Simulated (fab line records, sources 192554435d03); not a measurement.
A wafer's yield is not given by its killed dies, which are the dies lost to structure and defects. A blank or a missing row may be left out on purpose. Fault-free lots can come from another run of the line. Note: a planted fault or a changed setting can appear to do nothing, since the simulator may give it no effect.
Matching of chambers :: flow n5_finfet :: N5_BEOL_M8_ETCH_65 on rie_diel-03 has 4 sister chambers
The step etches SiARC in CF4, target depth 15.6 nm, time 26 s. 14 wafers are shown with their chamber, then 7 later ones without.

== WAFERS PAIRED WITH THEIR CHAMBERS ==
wafer: L076.2
chamber: 1
drypump_motor_current_A (A): 6.1
showerhead_plenum_p_Torr (Torr): 2.19
throttle_valve_pct (%): 15.40

wafer: L076.3
chamber: 0
drypump_motor_current_A (A): 5.5
showerhead_plenum_p_Torr (Torr): 2.24
throttle_valve_pct (%): 15.11

wafer: L076.5
chamber: 1
drypump_motor_current_A (A): 6.1
showerhead_plenum_p_Torr (Torr): 2.19
throttle_valve_pct (%): 15.42

wafer: L078.2
chamber: 3
drypump_motor_current_A (A): 6.0
showerhead_plenum_p_Torr (Torr): 2.13
throttle_valve_pct (%): 15.39

wafer: L078.5
chamber: 0
drypump_motor_current_A (A): 5.5
showerhead_plenum_p_Torr (Torr): 2.23
throttle_valve_pct (%): 15.12

wafer: L078.6
chamber: 3
drypump_motor_current_A (A): 6.0
showerhead_plenum_p_Torr (Torr): 2.13
throttle_valve_pct (%): 15.39

wafer: L084.2
chamber: 0
drypump_motor_current_A (A): 5.5
showerhead_plenum_p_Torr (Torr): 2.23
throttle_valve_pct (%): 15.13

wafer: L084.4
chamber: 1
drypump_motor_current_A (A): 6.1
showerhead_plenum_p_Torr (Torr): 2.18
throttle_valve_pct (%): 15.44

wafer: L084.6
chamber: 1
drypump_motor_current_A (A): 6.1
showerhead_plenum_p_Torr (Torr): 2.18
throttle_valve_pct (%): 15.45

wafer: L088.2
chamber: 2
drypump_motor_current_A (A): 5.6
showerhead_plenum_p_Torr (Torr): 2.17
throttle_valve_pct (%): 15.29

wafer: L088.4
chamber: 1
drypump_motor_current_A (A): 6.2
showerhead_plenum_p_Torr (Torr): 2.18
throttle_valve_pct (%): 15.46

wafer: L088.5
chamber: 1
drypump_motor_current_A (A): 6.2
showerhead_plenum_p_Torr (Torr): 2.18
throttle_valve_pct (%): 15.45

wafer: L094.1
chamber: 0
drypump_motor_current_A (A): 5.5
showerhead_plenum_p_Torr (Torr): 2.22
throttle_valve_pct (%): 15.19

wafer: L094.5
chamber: 3
drypump_motor_current_A (A): 6.0
showerhead_plenum_p_Torr (Torr): 2.12
throttle_valve_pct (%): 15.46

SIGNATURES (averages over the wafers above)
reading: drypump_motor_current_A
chamber 0: 5.500
chamber 1: 6.133
chamber 2: 5.600
chamber 3: 6.000
scatter within a chamber: 0.0365

reading: showerhead_plenum_p_Torr
chamber 0: 2.2300
chamber 1: 2.1833
chamber 2: 2.1700
chamber 3: 2.1267
scatter within a chamber: 0.00632

reading: throttle_valve_pct
chamber 0: 15.1375
chamber 1: 15.4367
chamber 2: 15.2900
chamber 3: 15.4133
scatter within a chamber: 0.0311
Rule: for a wafer and a chamber, the distance is found by dividing, reading by reading, the gap between the wafer's reading and the chamber's mean by the reading's scatter, squaring, summing and taking the root. The wafer belongs to the nearest chamber; if the next one is less than 2 further off, it can't be placed. The scatter: take each reading less its chamber's mean, square it, sum over the shown wafers, divide by the number of wafers less the number of chambers, and take the root.

== WAFERS MISSING THEIR CHAMBER ==
wafer: L094.6
drypump_motor_current_A (A): 5.6
showerhead_plenum_p_Torr (Torr): 2.17
throttle_valve_pct (%): 15.33

wafer: L096.1
drypump_motor_current_A (A): 6.1
showerhead_plenum_p_Torr (Torr): 2.17
throttle_valve_pct (%): 15.51

wafer: L096.2
drypump_motor_current_A (A): 6.0
showerhead_plenum_p_Torr (Torr): 2.12
throttle_valve_pct (%): 15.47

wafer: L096.4
drypump_motor_current_A (A): 5.6
showerhead_plenum_p_Torr (Torr): 2.17
throttle_valve_pct (%): 15.33

wafer: L095.2
drypump_motor_current_A (A): 6.1
showerhead_plenum_p_Torr (Torr): 2.17
throttle_valve_pct (%): 15.49

wafer: L095.3
drypump_motor_current_A (A): 5.5
showerhead_plenum_p_Torr (Torr): 2.22
throttle_valve_pct (%): 15.18

wafer: L095.4
drypump_motor_current_A (A): 6.0
showerhead_plenum_p_Torr (Torr): 2.12
throttle_valve_pct (%): 15.46

== EACH ONE'S CHAMBER ==
wafer: L094.6
from the rows above: 2
in truth: 2

wafer: L096.1
from the rows above: 1
in truth: 1

wafer: L096.2
from the rows above: 3
in truth: 3

wafer: L096.4
from the rows above: 2
in truth: 2

wafer: L095.2
from the rows above: 1
in truth: 1

wafer: L095.3
from the rows above: 0
in truth: 0

wafer: L095.4
from the rows above: 3
in truth: 3
7 of 7 placed correctly. From these rows, 0 cannot be placed. Number placed wrongly: 0.
